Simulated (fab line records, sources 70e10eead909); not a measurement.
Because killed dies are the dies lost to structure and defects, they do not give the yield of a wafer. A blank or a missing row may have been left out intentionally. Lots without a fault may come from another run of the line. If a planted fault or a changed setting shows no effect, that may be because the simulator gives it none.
fab line records	flow nand-harc	part 2 of 2: steps 5 to 6 of 6
record lots=24	wafers=72	last-day=24
route steps=1159 shown A_STAIRCASE@646 A_SGD_CUT@762 A_SLIT@790
lots untouched by any fault: they come from a run of this same line in which no faults occurred
start-h: start of the lot's first displayed wafer, in hours after the record's first day	wait-h: hours from the lot's prior step to this one	" repeats the value in the row above	L1.1+2: a single row standing in for several wafers	- value missing, or start not given	* or withheld: withheld	< > ~ a bound
route shown NAME@n: names a module that has steps shown in the file, with the first one's number in the route	usual: the fault-free wafers' mean and standard deviation	same: alike in all rows	chamber/n: place in a boat	sites: readings site by site	_std_site: the values' standard deviation	_edge_site: outer sites' mean less inner sites'	radius-mm: how far each site lies from the wafer's centre	mask NAME#n: copy n	behind: the most recent tool/chamber to have shaped the wafer	hold: cause of the lot's hold/its duration in hours/its outcome	device: names the non-switching transistor (n, p or np)	end of line: at the end of the route, the tests of the same wafers	where a step has no rows: the recipe by itself	killed: the dies lost at the first sort to structure and to defects; this is not the yield of the wafer	map: a wafer's dies, marking killed ones x, the rest . and places with no die _
set.NAME: the setting that was run; set.NAME@STEP: the one run at that earlier step	model.NAME: the simulator's own value behind a step, which no gauge read
steps of the route over a sample of lots; a table a step, a row a wafer
services: from which hour (start-h, from the record's first day; less than 0 if before it) a tool's chamber was out of use, for how many hours, and why
## steps
# step NHARC_A_SGD_CUT_ETCH_59
# recipe target-depth-a=2600	over-etch-frac=0.25	time-s=406.25	ion-energy-ev=200	n2-flow-sccm=150	h2-flow-sccm=150	ar-flow-sccm=0	rf-w=400	bias-w=150	chemistry=N2/H2
# usual drypump-motor-current-A=5.7/0.4	oes-product-au=1.001/0.012	rf-vpp-V=432.4/1.9	showerhead-plenum-p-Torr=2.11/0.065	throttle-valve-pct=14.170/0.0094
lot.wafer	tool	chamber	start-h	wait-h	drypump-motor-current-A	oes-product-au	rf-hours-counter-h	rf-vpp-V	showerhead-plenum-p-Torr	throttle-valve-pct
L074.2	rie-diel-05	3	-	-	5.7	1.015	13	432.1	2.10	14.185
L074.6	"	3	"	"	5.6	1.006	-	431.2	2.10	14.180
L074.5	"	0	"	"	6.2	0.986	-	433.3	2.12	14.171
L075.1	rie-diel-08	3	-	-	6.0	0.993	1	434.0	2.16	14.185
L075.5	"	1	"	"	6.3	1.012	-	432.9	2.11	14.187
L075.6	"	2	"	"	5.3	0.982	-	432.0	2.11	14.167
L078.1	rie-diel-05	3	-	-	5.7	1.016	14	431.8	2.10	14.181
L078.6	"	3	"	"	5.7	1.009	-	431.3	2.10	14.170
L078.5	"	0	"	"	6.2	0.996	-	431.9	2.12	14.174
L077.3	rie-diel-02	3	-	-	5.8	0.971	10	435.7	2.20	14.182
L077.2	"	2	"	"	5.8	1.015	11	433.1	2.18	14.159
L077.5	"	3	"	"	5.8	0.970	-	434.7	2.20	14.167
L076.2	rie-diel-08	0	-	-	5.3	0.996	1	432.1	2.10	14.175
L076.4	"	2	"	"	5.3	0.991	1	432.5	2.11	14.182
L076.6	"	3	"	"	6.0	1.001	-	433.5	2.16	14.181
L079.1	rie-diel-02	0	-	-	5.5	0.999	1	430.4	2.00	14.180
L079.2	"	1	"	"	5.8	0.986	1	427.5	1.99	14.154
L079.4	"	2	"	"	5.7	1.011	1	434.1	2.18	14.173
L080.2	rie-diel-02	1	-	-	5.8	0.992	2	430.3	1.99	14.167
L080.1	"	0	"	"	5.5	0.995	3	429.8	2.00	14.163
L080.5	"	1	"	"	5.8	0.985	-	429.3	1.99	14.165
L081.4	rie-diel-08	2	-	-	5.3	0.989	5	432.5	2.11	14.176
L081.1	"	0	"	"	5.3	0.984	6	431.4	2.09	14.151
L081.6	"	1	"	"	6.3	1.001	-	431.7	2.11	14.183
L084.3	rie-diel-05	3	-	-	5.6	1.014	1	431.7	2.10	14.178
L084.2	"	2	"	"	5.0	1.017	1	430.8	2.05	14.174
L084.5	"	0	"	"	6.2	1.011	-	432.5	2.12	14.173
L083.1	rie-diel-08	3	-	-	6.1	0.996	6	432.6	2.16	14.172
L083.2	"	0	"	"	5.3	0.994	7	432.0	2.09	14.155
L083.5	"	0	"	"	5.3	0.977	-	432.1	2.09	14.167
L082.4	rie-diel-02	1	-	-	5.8	1.009	3	431.2	1.99	14.176
L082.1	"	2	"	"	5.7	1.017	2	434.6	2.18	14.179
L082.6	"	2	"	"	5.7	1.023	-	433.8	2.18	14.185
L087.3	rie-diel-08	0	-	-	5.3	0.975	9	432.5	2.09	14.172
L087.5	"	0	"	"	5.3	0.984	-	431.4	2.09	14.171
L087.6	"	1	"	"	6.3	0.997	-	432.0	2.10	14.179
L086.1	rie-diel-05	3	-	-	5.6	1.001	3	433.4	2.10	14.168
L086.3	"	0	"	"	6.2	1.006	3	433.3	2.11	14.162
L086.6	"	2	"	"	5.0	1.011	-	430.5	2.05	14.157
L085.1	rie-diel-08	1	-	-	6.3	1.015	9	430.7	2.10	14.165
L085.5	"	1	"	"	6.3	1.010	-	432.4	2.10	14.163
L085.6	"	2	"	"	5.3	0.994	-	433.8	2.11	14.177
L089.1	rie-diel-02	2	-	-	5.7	1.006	4	434.8	2.18	14.160
L089.2	"	3	"	"	5.9	0.994	4	434.7	2.20	14.166
L089.5	"	3	"	"	5.8	1.000	-	435.4	2.20	14.167
L088.2	rie-diel-02	2	-	-	5.7	1.026	4	434.2	2.18	14.178
L088.1	"	3	"	"	5.8	1.010	4	435.5	2.20	14.168
L088.4	"	3	"	"	5.8	0.992	-	435.2	2.20	14.165
L090.3	rie-diel-08	2	-	-	5.3	0.997	11	432.7	2.11	14.168
L090.1	"	0	"	"	5.3	0.979	12	431.6	2.09	14.162
L090.6	"	3	"	"	6.0	0.981	-	434.1	2.16	14.175
L093.3	rie-diel-05	0	-	-	6.2	0.992	6	432.7	2.11	14.157
L093.4	"	2	"	"	5.0	1.009	6	431.4	2.05	14.163
L093.1	"	3	"	"	5.7	1.003	6	432.4	2.10	14.185
L094.1	rie-diel-02	2	-	-	5.7	1.014	6	434.0	2.18	14.183
L094.4	"	3	"	"	5.8	0.994	6	435.4	2.20	14.162
L094.3	"	0	"	"	5.5	1.006	7	430.9	1.99	14.162
L092.1	rie-diel-08	1	-	-	6.3	1.019	12	432.7	2.10	14.167
L092.2	"	3	"	"	6.0	0.995	12	434.5	2.15	14.172
L092.4	"	2	"	"	5.3	1.004	-	431.6	2.11	14.181
L091.1	rie-diel-02	3	-	-	5.8	0.993	6	435.6	2.20	14.165
L091.5	"	1	"	"	5.8	1.000	-	429.2	1.99	14.168
L091.6	"	2	"	"	5.7	1.025	-	435.0	2.18	14.185
L095.3	rie-diel-05	3	-	-	5.7	1.001	7	432.1	2.10	14.155
L095.1	"	0	"	"	6.2	0.987	8	433.3	2.11	14.190
L095.2	"	1	"	"	6.6	0.996	7	433.0	2.17	14.178
L096.2	rie-diel-02	2	-	-	5.7	1.024	7	435.0	2.18	14.180
L096.4	"	0	"	"	5.5	0.997	8	428.0	1.99	14.165
L096.6	"	3	"	"	5.9	0.999	-	434.5	2.20	14.186
L097.3	rie-diel-08	1	-	-	6.2	1.012	17	432.8	2.10	14.180
L097.1	"	3	"	"	6.0	1.002	17	432.7	2.15	14.172
L097.5	"	1	"	"	6.2	1.021	-	430.9	2.10	14.161
# step NHARC_A_SLIT_CD_MEAS_09
# recipe target-cd-nm=300	landing-energy-ev=500
# usual cd-nm=299.8/0.49
lot.wafer	tool	chamber	start-h	wait-h	cd-nm
L074.2	cd-sem-01	0	320.92	-	299.8
L074.5	"	0	"	"	299.3
L074.6	"	0	"	"	300.2
L078.1	cd-sem-03	0	329.13	-	299.4
L078.5	"	0	"	"	299.3
L078.6	"	0	"	"	299.5
L075.1	cd-sem-02	0	329.31	-	300.0
L075.5	"	0	"	"	299.9
L075.6	"	0	"	"	299.7
L077.2	cd-sem-01	0	329.46	-	299.9
L077.3	"	0	"	"	299.1
L077.5	"	0	"	"	299.7
L076.2	cd-sem-02	0	331.12	-	300.6
L076.4	"	0	"	"	300.1
L076.6	"	0	"	"	300.1
L079.1	cd-sem-01	0	358.89	-	299.8
L079.2	"	0	"	"	299.3
L079.4	"	0	"	"	299.3
L081.1	cd-sem-03	0	368.91	-	300.0
L081.4	"	0	"	"	300.3
L081.6	"	0	"	"	299.9
L080.1	cd-sem-02	0	370.89	-	300.1
L080.2	"	0	"	"	300.2
L080.5	"	0	"	"	300.3
L083.1	cd-sem-01	0	374.85	-	300.3
L083.2	"	0	"	"	300.1
L083.5	"	0	"	"	300.1
L082.1	cd-sem-02	0	375.29	-	299.6
L082.4	"	0	"	"	299.2
L082.6	"	0	"	"	299.4
L084.2	cd-sem-01	0	376.70	-	299.7
L084.3	"	0	"	"	300.0
L084.5	"	0	"	"	299.1
L086.1	cd-sem-01	0	391.22	-	299.6
L086.3	"	0	"	"	300.1
L086.6	"	0	"	"	299.4
L087.3	cd-sem-02	0	391.39	-	299.5
L087.5	"	0	"	"	299.9
L087.6	"	0	"	"	298.7
L089.1	cd-sem-02	0	401.25	-	301.2
L089.2	"	0	"	"	300.4
L089.5	"	0	"	"	300.7
L085.1	cd-sem-02	0	402.51	-	301.3
L085.5	"	0	"	"	300.8
L085.6	"	0	"	"	300.2
L088.1	cd-sem-02	0	402.80	-	299.7
L088.2	"	0	"	"	299.5
L088.4	"	0	"	"	299.3
L090.1	cd-sem-01	0	414.59	-	299.5
L090.3	"	0	"	"	300.1
L090.6	"	0	"	"	299.3
L094.1	cd-sem-03	0	428.85	-	299.0
L094.3	"	0	"	"	299.7
L094.4	"	0	"	"	299.5
L092.1	cd-sem-03	0	429.10	-	299.4
L092.2	"	0	"	"	300.1
L092.4	"	0	"	"	299.7
L093.1	cd-sem-02	0	429.26	-	300.0
L093.3	"	0	"	"	299.8
L093.4	"	0	"	"	299.1
L091.1	cd-sem-03	0	436.76	-	300.3
L091.5	"	0	"	"	300.3
L091.6	"	0	"	"	299.8
L095.1	cd-sem-01	0	451.43	-	299.5
L095.2	"	0	"	"	299.3
L095.3	"	0	"	"	299.8
L096.2	cd-sem-02	0	451.80	-	299.1
L096.4	"	0	"	"	299.3
L096.6	"	0	"	"	300.0
L097.1	cd-sem-01	0	464.12	-	299.0
L097.3	"	0	"	"	299.7
L097.5	"	0	"	"	300.2
## services
tool	chamber	start-h	hours	kind
rie-diel-09	1	223.01	2.1	repair
rie-diel-02	-	226.54	1.7	repair
rie-diel-02	3	231.53	11.3	repair
rie-diel-05	0	232.31	7.2	repair
rie-diel-10	0	236.55	13.4	repair
rie-diel-05	0	250.49	7.3	repair
rie-diel-09	-	254.16	9.0	pm
rie-diel-13	3	272.41	8.6	repair
rie-diel-08	3	273.88	10.3	repair
rie-diel-02	3	284.82	7.2	repair
rie-diel-08	-	301.80	9.0	pm
rie-diel-08	2	319.18	1.2	repair
rie-diel-02	-	327.70	9.0	pm
rie-diel-08	-	346.55	1.2	repair
rie-diel-08	1	359.69	8.8	repair
rie-diel-08	3	376.76	16.5	repair
rie-diel-02	1	385.90	7.2	repair
rie-diel-09	0	401.81	17.0	repair
rie-diel-09	-	403.74	4.5	repair
rie-diel-08	0	416.34	102.6	repair
rie-diel-09	0	427.26	4.9	repair
rie-diel-09	-	431.21	9.0	pm
rie-diel-08	-	435.59	0.2	repair
rie-diel-09	-	450.31	0.4	repair
